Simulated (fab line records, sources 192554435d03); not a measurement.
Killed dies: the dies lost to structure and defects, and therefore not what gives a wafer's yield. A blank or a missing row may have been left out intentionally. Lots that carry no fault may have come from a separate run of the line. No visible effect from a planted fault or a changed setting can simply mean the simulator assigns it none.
fab line records / flow n5-finfet
record lots=12 wafers=31 last-day=19
route steps=1938 shown BEOL_M13@1700 BEOL_M14@1722
lots that met no fault: from a run of the same line without faults
start-h: hours from the record's opening day to when the first of the lot's shown wafers began / wait-h: hours since the lot's step before / " as in the row above / L1.1+2: a row that stands for several wafers / - no value, or no start given / * or withheld: withheld / < > ~ a bound
route shown NAME@n: a module of which the file shows steps, and the number in the route of the first / usual: mean and standard deviation over wafers with no fault / same: alike in all rows / chamber/n: place in a boat / sites: per-site readings / _std_site: standard deviation across them / _edge_site: the outer-site mean with the inner-site mean subtracted / radius-mm: for every site, how far away it sits from the centre of the wafer / mask NAME#n: copy n / behind: the most recent tool/chamber to have shaped the wafer / hold: why the lot went on hold/how many hours it stayed there/how the hold came to an end / device: the transistor (n, p or np) that didn't switch / end of line: the tests these same wafers got at the end of their route / a step with no rows: only its recipe / killed: dies lost to structure and defects at the first sort, not the wafer's yield / map: per-die view of a wafer (x killed, . not killed, _ where there is no die)
set.NAME: the setting the step ran with; set.NAME@STEP: the setting that earlier step ran with / model.NAME: the simulator's own value behind a step, which no gauge read
steps of the route over a sample of lots; a table a step, a row a wafer
services: when a tool's chamber went out of use (start-h, in hours from the record's first day, below 0 if earlier), for how many hours, and the reason
## steps
# step N5_BEOL_M13_ETCH_38
# recipe chemistry=CF4/N2 target=SiCN target-depth-a=675 taper-deg=2 time-s=71.9 ion-energy-ev=150 mask-material=SiO2 pressure-mtorr=40 source-w=430 bias-w=70 Ar_flow_sccm=100 cf4-flow-sccm=60 n2-flow-sccm=60
# usual drypump-motor-current-A=5.8/0.3 oes-product-au=0.78/0.077 rf-vpp-V=381.7/1.9 showerhead-plenum-p-Torr=2.19/0.078 throttle-valve-pct=15.53/0.21
lot.wafer=L824.1 tool=rie-diel-05 chamber=3 start-h=262.02 wait-h=- drypump-motor-current-A=6.0 oes-product-au=0.78 rf-hours-counter-h=90 rf-vpp-V=384.3 showerhead-plenum-p-Torr=2.25 throttle-valve-pct=15.67
lot.wafer=L824.2 tool=rie-diel-05 chamber=0 start-h=262.02 wait-h=- drypump-motor-current-A=5.5 oes-product-au=0.91 rf-hours-counter-h=38 rf-vpp-V=384.4 showerhead-plenum-p-Torr=2.25 throttle-valve-pct=15.68
lot.wafer=L824.6 tool=rie-diel-05 chamber=1 start-h=262.02 wait-h=- drypump-motor-current-A=5.8 oes-product-au=0.74 rf-hours-counter-h=- rf-vpp-V=383.3 showerhead-plenum-p-Torr=2.28 throttle-valve-pct=15.50
lot.wafer=L826.1 tool=rie-diel-05 chamber=3 start-h=273.58 wait-h=- drypump-motor-current-A=6.0 oes-product-au=0.78 rf-hours-counter-h=92 rf-vpp-V=380.3 showerhead-plenum-p-Torr=2.25 throttle-valve-pct=15.68
lot.wafer=L826.4 tool=rie-diel-05 chamber=1 start-h=273.58 wait-h=- drypump-motor-current-A=5.8 oes-product-au=0.74 rf-hours-counter-h=188 rf-vpp-V=385.1 showerhead-plenum-p-Torr=2.28 throttle-valve-pct=15.47
lot.wafer=L828.1 tool=rie-diel-06 chamber=2 start-h=290.54 wait-h=- drypump-motor-current-A=5.3 oes-product-au=0.93 rf-hours-counter-h=22 rf-vpp-V=385.3 showerhead-plenum-p-Torr=2.37 throttle-valve-pct=15.38
lot.wafer=L828.6 tool=rie-diel-06 chamber=0 start-h=290.54 wait-h=- drypump-motor-current-A=5.6 oes-product-au=0.83 rf-hours-counter-h=- rf-vpp-V=380.3 showerhead-plenum-p-Torr=2.14 throttle-valve-pct=15.18
lot.wafer=L827.1 tool=rie-diel-03 chamber=0 start-h=294.31 wait-h=- drypump-motor-current-A=6.4 oes-product-au=0.85 rf-hours-counter-h=47 rf-vpp-V=379.8 showerhead-plenum-p-Torr=2.14 throttle-valve-pct=15.25
lot.wafer=L827.6 tool=rie-diel-03 chamber=2 start-h=294.31 wait-h=- drypump-motor-current-A=6.0 oes-product-au=0.68 rf-hours-counter-h=- rf-vpp-V=380.7 showerhead-plenum-p-Torr=2.10 throttle-valve-pct=15.57
lot.wafer=L829.4 tool=rie-diel-03 chamber=2 start-h=294.50 wait-h=- drypump-motor-current-A=6.1 oes-product-au=0.68 rf-hours-counter-h=238 rf-vpp-V=378.1 showerhead-plenum-p-Torr=2.10 throttle-valve-pct=15.55
lot.wafer=L829.6 tool=rie-diel-03 chamber=3 start-h=294.50 wait-h=- drypump-motor-current-A=5.7 oes-product-au=0.74 rf-hours-counter-h=- rf-vpp-V=379.7 showerhead-plenum-p-Torr=2.11 throttle-valve-pct=15.78
lot.wafer=L830.2 tool=rie-diel-05 chamber=2 start-h=310.69 wait-h=- drypump-motor-current-A=5.3 oes-product-au=0.67 rf-hours-counter-h=231 rf-vpp-V=380.8 showerhead-plenum-p-Torr=2.19 throttle-valve-pct=15.70
lot.wafer=L830.4 tool=rie-diel-05 chamber=1 start-h=310.69 wait-h=- drypump-motor-current-A=5.8 oes-product-au=0.72 rf-hours-counter-h=198 rf-vpp-V=383.7 showerhead-plenum-p-Torr=2.28 throttle-valve-pct=15.51
lot.wafer=L830.5 tool=rie-diel-05 chamber=0 start-h=310.69 wait-h=- drypump-motor-current-A=5.5 oes-product-au=0.89 rf-hours-counter-h=- rf-vpp-V=381.9 showerhead-plenum-p-Torr=2.25 throttle-valve-pct=15.71
lot.wafer=L834.1 tool=rie-diel-03 chamber=0 start-h=314.76 wait-h=- drypump-motor-current-A=6.4 oes-product-au=0.83 rf-hours-counter-h=53 rf-vpp-V=381.9 showerhead-plenum-p-Torr=2.14 throttle-valve-pct=15.26
lot.wafer=L834.6 tool=rie-diel-03 chamber=2 start-h=314.76 wait-h=- drypump-motor-current-A=6.1 oes-product-au=0.67 rf-hours-counter-h=- rf-vpp-V=379.4 showerhead-plenum-p-Torr=2.10 throttle-valve-pct=15.59
lot.wafer=L838.1 tool=rie-diel-06 chamber=1 start-h=358.94 wait-h=- drypump-motor-current-A=5.6 oes-product-au=0.72 rf-hours-counter-h=221 rf-vpp-V=379.6 showerhead-plenum-p-Torr=2.09 throttle-valve-pct=15.55
lot.wafer=L838.2 tool=rie-diel-06 chamber=0 start-h=358.94 wait-h=- drypump-motor-current-A=5.6 oes-product-au=0.80 rf-hours-counter-h=89 rf-vpp-V=381.3 showerhead-plenum-p-Torr=2.13 throttle-valve-pct=15.20
lot.wafer=L838.4 tool=rie-diel-06 chamber=3 start-h=358.94 wait-h=- drypump-motor-current-A=5.9 oes-product-au=0.75 rf-hours-counter-h=185 rf-vpp-V=380.8 showerhead-plenum-p-Torr=2.10 throttle-valve-pct=15.43
lot.wafer=L839.4 tool=rie-diel-05 chamber=2 start-h=365.49 wait-h=- drypump-motor-current-A=5.3 oes-product-au=0.66 rf-hours-counter-h=247 rf-vpp-V=381.5 showerhead-plenum-p-Torr=2.19 throttle-valve-pct=15.73
lot.wafer=L839.5 tool=rie-diel-05 chamber=1 start-h=365.49 wait-h=- drypump-motor-current-A=5.8 oes-product-au=0.72 rf-hours-counter-h=- rf-vpp-V=384.6 showerhead-plenum-p-Torr=2.27 throttle-valve-pct=15.54
lot.wafer=L839.6 tool=rie-diel-05 chamber=0 start-h=365.49 wait-h=- drypump-motor-current-A=5.5 oes-product-au=0.87 rf-hours-counter-h=- rf-vpp-V=383.3 showerhead-plenum-p-Torr=2.24 throttle-valve-pct=15.74
lot.wafer=L840.1 tool=rie-diel-03 chamber=3 start-h=383.31 wait-h=- drypump-motor-current-A=5.7 oes-product-au=0.71 rf-hours-counter-h=234 rf-vpp-V=379.4 showerhead-plenum-p-Torr=2.10 throttle-valve-pct=15.83
lot.wafer=L840.3 tool=rie-diel-03 chamber=2 start-h=383.31 wait-h=- drypump-motor-current-A=6.1 oes-product-au=1.00 rf-hours-counter-h=9 rf-vpp-V=383.9 showerhead-plenum-p-Torr=2.36 throttle-valve-pct=15.05
lot.wafer=L840.4 tool=rie-diel-03 chamber=0 start-h=383.31 wait-h=- drypump-motor-current-A=6.4 oes-product-au=0.80 rf-hours-counter-h=76 rf-vpp-V=379.3 showerhead-plenum-p-Torr=2.13 throttle-valve-pct=15.30
lot.wafer=L845.2 tool=rie-diel-05 chamber=3 start-h=405.93 wait-h=- drypump-motor-current-A=6.0 oes-product-au=0.75 rf-hours-counter-h=133 rf-vpp-V=382.7 showerhead-plenum-p-Torr=2.23 throttle-valve-pct=15.75
lot.wafer=L845.3 tool=rie-diel-05 chamber=0 start-h=405.93 wait-h=- drypump-motor-current-A=5.5 oes-product-au=0.85 rf-hours-counter-h=81 rf-vpp-V=382.5 showerhead-plenum-p-Torr=2.23 throttle-valve-pct=15.76
lot.wafer=L845.5 tool=rie-diel-05 chamber=3 start-h=405.93 wait-h=- drypump-motor-current-A=6.0 oes-product-au=0.74 rf-hours-counter-h=- rf-vpp-V=382.3 showerhead-plenum-p-Torr=2.23 throttle-valve-pct=15.76
lot.wafer=L844.3 tool=rie-diel-05 chamber=3 start-h=406.15 wait-h=- drypump-motor-current-A=6.0 oes-product-au=0.74 rf-hours-counter-h=133 rf-vpp-V=382.9 showerhead-plenum-p-Torr=2.23 throttle-valve-pct=15.78
lot.wafer=L844.5 tool=rie-diel-05 chamber=2 start-h=406.15 wait-h=- drypump-motor-current-A=5.3 oes-product-au=0.92 rf-hours-counter-h=- rf-vpp-V=382.8 showerhead-plenum-p-Torr=2.18 throttle-valve-pct=15.27
lot.wafer=L844.6 tool=rie-diel-05 chamber=1 start-h=406.15 wait-h=- drypump-motor-current-A=5.8 oes-product-au=0.72 rf-hours-counter-h=- rf-vpp-V=382.3 showerhead-plenum-p-Torr=2.27 throttle-valve-pct=15.57
# step N5_BEOL_M13_SPUTTER_45
# recipe material=Cu target-thk-a=800 temp-c=-20 bias-v=60 power-w=26000 chamber-pressure-pa=0.13 time-s=13.33
# usual chuck-gas-flow-sccm=1.26/0.055 throttle-valve-pct=30.2/0.81
lot.wafer=L824.1 tool=pvd-sputter-03 chamber=- start-h=262.98 wait-h=0.0 chuck-gas-flow-sccm=1.27 throttle-valve-pct=30.0
lot.wafer=L824.2 tool=pvd-sputter-03 chamber=- start-h=262.98 wait-h=0.0 chuck-gas-flow-sccm=1.23 throttle-valve-pct=30.9
lot.wafer=L824.6 tool=pvd-sputter-03 chamber=- start-h=262.98 wait-h=0.0 chuck-gas-flow-sccm=1.24 throttle-valve-pct=30.4
lot.wafer=L826.1 tool=pvd-sputter-02 chamber=- start-h=274.22 wait-h=0.0 chuck-gas-flow-sccm=1.19 throttle-valve-pct=28.3
lot.wafer=L826.4 tool=pvd-sputter-02 chamber=- start-h=274.22 wait-h=0.0 chuck-gas-flow-sccm=1.23 throttle-valve-pct=31.2
lot.wafer=L828.1 tool=pvd-sputter-03 chamber=- start-h=290.98 wait-h=0.0 chuck-gas-flow-sccm=1.34 throttle-valve-pct=30.9
lot.wafer=L828.6 tool=pvd-sputter-03 chamber=- start-h=290.98 wait-h=0.0 chuck-gas-flow-sccm=1.28 throttle-valve-pct=30.2
lot.wafer=L827.1 tool=pvd-sputter-03 chamber=- start-h=295.07 wait-h=0.0 chuck-gas-flow-sccm=1.34 throttle-valve-pct=30.4
lot.wafer=L827.6 tool=pvd-sputter-03 chamber=- start-h=295.07 wait-h=0.0 chuck-gas-flow-sccm=1.31 throttle-valve-pct=30.2
lot.wafer=L829.4 tool=pvd-sputter-02 chamber=- start-h=295.08 wait-h=0.0 chuck-gas-flow-sccm=1.20 throttle-valve-pct=30.2
lot.wafer=L829.6 tool=pvd-sputter-02 chamber=- start-h=295.08 wait-h=0.0 chuck-gas-flow-sccm=1.25 throttle-valve-pct=31.2
lot.wafer=L830.2 tool=pvd-sputter-03 chamber=- start-h=311.39 wait-h=0.0 chuck-gas-flow-sccm=1.20 throttle-valve-pct=30.5
lot.wafer=L830.4 tool=pvd-sputter-03 chamber=- start-h=311.39 wait-h=0.0 chuck-gas-flow-sccm=1.24 throttle-valve-pct=31.0
lot.wafer=L830.5 tool=pvd-sputter-03 chamber=- start-h=311.39 wait-h=0.0 chuck-gas-flow-sccm=1.29 throttle-valve-pct=30.4
lot.wafer=L834.1 tool=pvd-sputter-03 chamber=- start-h=315.75 wait-h=0.0 chuck-gas-flow-sccm=1.28 throttle-valve-pct=30.7
lot.wafer=L834.6 tool=pvd-sputter-03 chamber=- start-h=315.75 wait-h=0.0 chuck-gas-flow-sccm=1.27 throttle-valve-pct=30.2
lot.wafer=L838.1 tool=pvd-sputter-01 chamber=- start-h=359.59 wait-h=0.0 chuck-gas-flow-sccm=1.18 throttle-valve-pct=28.1
lot.wafer=L838.2 tool=pvd-sputter-01 chamber=- start-h=359.59 wait-h=0.0 chuck-gas-flow-sccm=1.29 throttle-valve-pct=30.3
lot.wafer=L838.4 tool=pvd-sputter-01 chamber=- start-h=359.59 wait-h=0.0 chuck-gas-flow-sccm=1.30 throttle-valve-pct=30.9
lot.wafer=L839.4 tool=pvd-sputter-02 chamber=- start-h=366.09 wait-h=0.0 chuck-gas-flow-sccm=1.20 throttle-valve-pct=28.5
lot.wafer=L839.5 tool=pvd-sputter-02 chamber=- start-h=366.09 wait-h=0.0 chuck-gas-flow-sccm=1.25 throttle-valve-pct=30.0
lot.wafer=L839.6 tool=pvd-sputter-02 chamber=- start-h=366.09 wait-h=0.0 chuck-gas-flow-sccm=1.22 throttle-valve-pct=28.4
lot.wafer=L840.1 tool=pvd-sputter-02 chamber=- start-h=384.07 wait-h=0.0 chuck-gas-flow-sccm=1.29 throttle-valve-pct=30.0
lot.wafer=L840.3 tool=pvd-sputter-02 chamber=- start-h=384.07 wait-h=0.0 chuck-gas-flow-sccm=1.27 throttle-valve-pct=31.0
lot.wafer=L840.4 tool=pvd-sputter-02 chamber=- start-h=384.07 wait-h=0.0 chuck-gas-flow-sccm=1.23 throttle-valve-pct=30.4
lot.wafer=L845.2 tool=pvd-sputter-01 chamber=- start-h=406.53 wait-h=0.0 chuck-gas-flow-sccm=1.20 throttle-valve-pct=28.4
lot.wafer=L845.3 tool=pvd-sputter-01 chamber=- start-h=406.53 wait-h=0.0 chuck-gas-flow-sccm=1.28 throttle-valve-pct=30.9
lot.wafer=L845.5 tool=pvd-sputter-01 chamber=- start-h=406.53 wait-h=0.0 chuck-gas-flow-sccm=1.24 throttle-valve-pct=31.1
lot.wafer=L844.3 tool=pvd-sputter-03 chamber=- start-h=406.71 wait-h=0.0 chuck-gas-flow-sccm=1.22 throttle-valve-pct=30.4
lot.wafer=L844.5 tool=pvd-sputter-03 chamber=- start-h=406.71 wait-h=0.0 chuck-gas-flow-sccm=1.32 throttle-valve-pct=30.2
lot.wafer=L844.6 tool=pvd-sputter-03 chamber=- start-h=406.71 wait-h=0.0 chuck-gas-flow-sccm=1.29 throttle-valve-pct=30.3
# step N5_BEOL_M13_RS_MEAS_54
# recipe thk-meas-gauge=four-point-probe reads=Cu_of_BEOL_M13_ECD_47+Ta_of_BEOL_M13_SPUTTER_44+TaN_of_BEOL_M13_SPUTTER_43
# usual M13_RS=0.0453/0.00079
lot.wafer=L824.1 tool=film-metro-02 chamber=- start-h=264.81 wait-h=0.0 M13_RS[ohm/sq]=0.0444
lot.wafer=L824.2 tool=film-metro-02 chamber=- start-h=264.81 wait-h=0.0 M13_RS[ohm/sq]=0.0449
lot.wafer=L824.6 tool=film-metro-02 chamber=- start-h=264.81 wait-h=0.0 M13_RS[ohm/sq]=0.0446
lot.wafer=L826.1 tool=film-metro-02 chamber=- start-h=275.24 wait-h=0.0 M13_RS[ohm/sq]=0.0445
lot.wafer=L826.4 tool=film-metro-02 chamber=- start-h=275.24 wait-h=0.0 M13_RS[ohm/sq]=0.0454
lot.wafer=L828.1 tool=film-metro-01 chamber=- start-h=291.98 wait-h=0.0 M13_RS[ohm/sq]=0.0461
lot.wafer=L828.6 tool=film-metro-01 chamber=- start-h=291.98 wait-h=0.0 M13_RS[ohm/sq]=0.0450
lot.wafer=L829.4 tool=film-metro-01 chamber=- start-h=296.08 wait-h=0.0 M13_RS[ohm/sq]=0.0454
lot.wafer=L829.6 tool=film-metro-01 chamber=- start-h=296.08 wait-h=0.0 M13_RS[ohm/sq]=0.0461
lot.wafer=L827.1 tool=film-metro-01 chamber=- start-h=296.10 wait-h=0.1 M13_RS[ohm/sq]=0.0450
lot.wafer=L827.6 tool=film-metro-01 chamber=- start-h=296.10 wait-h=0.1 M13_RS[ohm/sq]=0.0452
lot.wafer=L830.2 tool=film-metro-02 chamber=- start-h=312.85 wait-h=0.1 M13_RS[ohm/sq]=0.0452
lot.wafer=L830.4 tool=film-metro-02 chamber=- start-h=312.85 wait-h=0.1 M13_RS[ohm/sq]=0.0459
lot.wafer=L830.5 tool=film-metro-02 chamber=- start-h=312.85 wait-h=0.1 M13_RS[ohm/sq]=0.0451
lot.wafer=L834.1 tool=film-metro-02 chamber=- start-h=319.20 wait-h=0.0 M13_RS[ohm/sq]=0.0447
lot.wafer=L834.6 tool=film-metro-02 chamber=- start-h=319.20 wait-h=0.0 M13_RS[ohm/sq]=0.0451
lot.wafer=L838.1 tool=film-metro-01 chamber=- start-h=362.61 wait-h=0.0 M13_RS[ohm/sq]=0.0469
lot.wafer=L838.2 tool=film-metro-01 chamber=- start-h=362.61 wait-h=0.0 M13_RS[ohm/sq]=0.0467
lot.wafer=L838.4 tool=film-metro-01 chamber=- start-h=362.61 wait-h=0.0 M13_RS[ohm/sq]=0.0468
lot.wafer=L839.4 tool=film-metro-01 chamber=- start-h=369.52 wait-h=0.0 M13_RS[ohm/sq]=0.0465
lot.wafer=L839.5 tool=film-metro-01 chamber=- start-h=369.52 wait-h=0.0 M13_RS[ohm/sq]=0.0464
lot.wafer=L839.6 tool=film-metro-01 chamber=- start-h=369.52 wait-h=0.0 M13_RS[ohm/sq]=0.0441
lot.wafer=L840.1 tool=film-metro-02 chamber=- start-h=386.77 wait-h=0.0 M13_RS[ohm/sq]=0.0440
lot.wafer=L840.3 tool=film-metro-02 chamber=- start-h=386.77 wait-h=0.0 M13_RS[ohm/sq]=0.0470
lot.wafer=L840.4 tool=film-metro-02 chamber=- start-h=386.77 wait-h=0.0 M13_RS[ohm/sq]=0.0457
lot.wafer=L845.2 tool=film-metro-02 chamber=- start-h=407.57 wait-h=0.1 M13_RS[ohm/sq]=0.0454
lot.wafer=L845.3 tool=film-metro-02 chamber=- start-h=407.57 wait-h=0.1 M13_RS[ohm/sq]=0.0451
lot.wafer=L845.5 tool=film-metro-02 chamber=- start-h=407.57 wait-h=0.1 M13_RS[ohm/sq]=0.0452
lot.wafer=L844.3 tool=film-metro-02 chamber=- start-h=407.74 wait-h=0.1 M13_RS[ohm/sq]=0.0463
lot.wafer=L844.5 tool=film-metro-02 chamber=- start-h=407.74 wait-h=0.1 M13_RS[ohm/sq]=0.0433
lot.wafer=L844.6 tool=film-metro-02 chamber=- start-h=407.74 wait-h=0.1 M13_RS[ohm/sq]=0.0448
# step N5_BEOL_M14_EXPOSE_07
# recipe mask-id=V13 na=0.8 source-shape=annular sigma-inner=0.5 sigma-outer=0.8 polarization=unpolarized attpsm-phase-deg=180 dose-mj=57
# usual exposure-dose-mJ-cm2=56.96/0.057
lot.wafer=L824.1 tool=krf-scanner-01 chamber=0 start-h=265.19 wait-h=- mask=V13#0 exposure-dose-mJ-cm2=56.99
lot.wafer=L824.2 tool=krf-scanner-01 chamber=0 start-h=265.19 wait-h=- mask=V13#0 exposure-dose-mJ-cm2=57.02
lot.wafer=L824.6 tool=krf-scanner-01 chamber=0 start-h=265.19 wait-h=- mask=V13#0 exposure-dose-mJ-cm2=56.99
lot.wafer=L826.1 tool=krf-scanner-02 chamber=0 start-h=275.75 wait-h=- mask=V13#0 exposure-dose-mJ-cm2=56.91
lot.wafer=L826.4 tool=krf-scanner-02 chamber=0 start-h=275.75 wait-h=- mask=V13#0 exposure-dose-mJ-cm2=56.98
lot.wafer=L828.1 tool=krf-scanner-01 chamber=0 start-h=292.57 wait-h=- mask=V13#0 exposure-dose-mJ-cm2=56.98
lot.wafer=L828.6 tool=krf-scanner-01 chamber=0 start-h=292.57 wait-h=- mask=V13#0 exposure-dose-mJ-cm2=56.99
lot.wafer=L829.4 tool=krf-scanner-02 chamber=0 start-h=296.61 wait-h=- mask=V13#0 exposure-dose-mJ-cm2=57.00
lot.wafer=L829.6 tool=krf-scanner-02 chamber=0 start-h=296.61 wait-h=- mask=V13#0 exposure-dose-mJ-cm2=57.02
lot.wafer=L827.1 tool=krf-scanner-01 chamber=0 start-h=296.77 wait-h=- mask=V13#0 exposure-dose-mJ-cm2=57.07
lot.wafer=L827.6 tool=krf-scanner-01 chamber=0 start-h=296.77 wait-h=- mask=V13#0 exposure-dose-mJ-cm2=57.11
lot.wafer=L830.2 tool=krf-scanner-01 chamber=0 start-h=313.24 wait-h=- mask=V13#0 exposure-dose-mJ-cm2=57.06
lot.wafer=L830.4 tool=krf-scanner-01 chamber=0 start-h=313.24 wait-h=- mask=V13#0 exposure-dose-mJ-cm2=57.03
lot.wafer=L830.5 tool=krf-scanner-01 chamber=0 start-h=313.24 wait-h=- mask=V13#0 exposure-dose-mJ-cm2=57.09
lot.wafer=L834.1 tool=krf-scanner-02 chamber=0 start-h=319.71 wait-h=- mask=V13#0 exposure-dose-mJ-cm2=56.91
lot.wafer=L834.6 tool=krf-scanner-02 chamber=0 start-h=319.71 wait-h=- mask=V13#0 exposure-dose-mJ-cm2=56.93
lot.wafer=L838.1 tool=krf-scanner-01 chamber=0 start-h=363.12 wait-h=- mask=V13#0 exposure-dose-mJ-cm2=57.00
lot.wafer=L838.2 tool=krf-scanner-01 chamber=0 start-h=363.12 wait-h=- mask=V13#0 exposure-dose-mJ-cm2=56.99
lot.wafer=L838.4 tool=krf-scanner-01 chamber=0 start-h=363.12 wait-h=- mask=V13#0 exposure-dose-mJ-cm2=57.01
lot.wafer=L839.4 tool=krf-scanner-01 chamber=0 start-h=369.92 wait-h=- mask=V13#0 exposure-dose-mJ-cm2=58.05
lot.wafer=L839.5 tool=krf-scanner-01 chamber=0 start-h=369.92 wait-h=- mask=V13#0 exposure-dose-mJ-cm2=58.10
lot.wafer=L839.6 tool=krf-scanner-01 chamber=0 start-h=369.92 wait-h=- mask=V13#0 exposure-dose-mJ-cm2=58.05
lot.wafer=L840.1 tool=krf-scanner-01 chamber=0 start-h=387.28 wait-h=- mask=V13#0 exposure-dose-mJ-cm2=57.88
lot.wafer=L840.3 tool=krf-scanner-01 chamber=0 start-h=387.28 wait-h=- mask=V13#0 exposure-dose-mJ-cm2=57.88
lot.wafer=L840.4 tool=krf-scanner-01 chamber=0 start-h=387.28 wait-h=- mask=V13#0 exposure-dose-mJ-cm2=57.87
lot.wafer=L845.2 tool=krf-scanner-02 chamber=0 start-h=408.16 wait-h=- mask=V13#0 exposure-dose-mJ-cm2=56.97
lot.wafer=L845.3 tool=krf-scanner-02 chamber=0 start-h=408.16 wait-h=- mask=V13#0 exposure-dose-mJ-cm2=57.03
lot.wafer=L845.5 tool=krf-scanner-02 chamber=0 start-h=408.16 wait-h=- mask=V13#0 exposure-dose-mJ-cm2=56.95
lot.wafer=L844.3 tool=krf-scanner-02 chamber=0 start-h=408.22 wait-h=- mask=V13#0 exposure-dose-mJ-cm2=56.89
lot.wafer=L844.5 tool=krf-scanner-02 chamber=0 start-h=408.22 wait-h=- mask=V13#0 exposure-dose-mJ-cm2=56.86
lot.wafer=L844.6 tool=krf-scanner-02 chamber=0 start-h=408.22 wait-h=- mask=V13#0 exposure-dose-mJ-cm2=56.85
## services
tool=krf-scanner-01 chamber=- start-h=238.95 hours=1.0 kind=pm
tool=krf-scanner-01 chamber=- start-h=240.98 hours=0.4 kind=repair
tool=krf-scanner-01 chamber=- start-h=244.75 hours=4.4 kind=pm
tool=rie-diel-05 chamber=- start-h=249.68 hours=4.3 kind=pm
tool=krf-scanner-02 chamber=- start-h=250.25 hours=0.8 kind=pm
tool=krf-scanner-01 chamber=- start-h=253.31 hours=4.0 kind=repair
tool=krf-scanner-02 chamber=- start-h=274.48 hours=1.0 kind=pm
tool=krf-scanner-01 chamber=- start-h=280.99 hours=0.6 kind=repair
tool=rie-diel-05 chamber=- start-h=290.91 hours=0.9 kind=repair
tool=krf-scanner-02 chamber=- start-h=294.35 hours=0.7 kind=repair
tool=krf-scanner-01 chamber=- start-h=305.94 hours=0.8 kind=pm
tool=krf-scanner-02 chamber=- start-h=307.42 hours=4.4 kind=pm
tool=krf-scanner-01 chamber=0 start-h=328.01 hours=- kind=calibration
tool=krf-scanner-02 chamber=- start-h=353.20 hours=1.3 kind=pm
tool=rie-diel-05 chamber=1 start-h=356.64 hours=3.1 kind=repair
tool=rie-diel-03 chamber=2 start-h=373.12 hours=2.4 kind=repair
tool=krf-scanner-01 chamber=- start-h=374.76 hours=1.3 kind=pm
tool=rie-diel-05 chamber=2 start-h=378.05 hours=- kind=clean
tool=rie-diel-05 chamber=2 start-h=378.05 hours=- kind=consumable-replace:focus-ring
tool=rie-diel-05 chamber=2 start-h=378.05 hours=24.0 kind=scheduled-down
tool=rie-diel-05 chamber=- start-h=387.68 hours=1.8 kind=repair
tool=krf-scanner-01 chamber=- start-h=389.29 hours=0.5 kind=repair
tool=pvd-sputter-02 chamber=- start-h=395.62 hours=10.8 kind=repair
tool=krf-scanner-01 chamber=- start-h=407.95 hours=1.0 kind=pm
## key
first-sign step=N5_BEOL_M14_EXPOSE_07 reading=exposure-dose-mJ-cm2 direction=up sigmas=18 usual=56.96 struck=57.97
effect none on later readings
met-at N5_BEOL_M14_EXPOSE_07
struck-lots L839,L840
loop-trim step=N5_BEOL_M14_EXPOSE_07 setting=dose lots=L840
not-acting-at N5_BEOL_M13_ETCH_38,N5_BEOL_M13_SPUTTER_45,N5_BEOL_M13_RS_MEAS_54
onset-between 363.12 369.92
fault kind=process-parameter-drift tool=krf-scanner-01 chamber=- onset-h=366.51 steps=N5_BEOL_M14_EXPOSE_07 channel=dose-mj offset=1.1049 shape=step acts-in=these-recipes-only stated=57
# loop-trim: a control loop set the setting to another value than it would have without faults
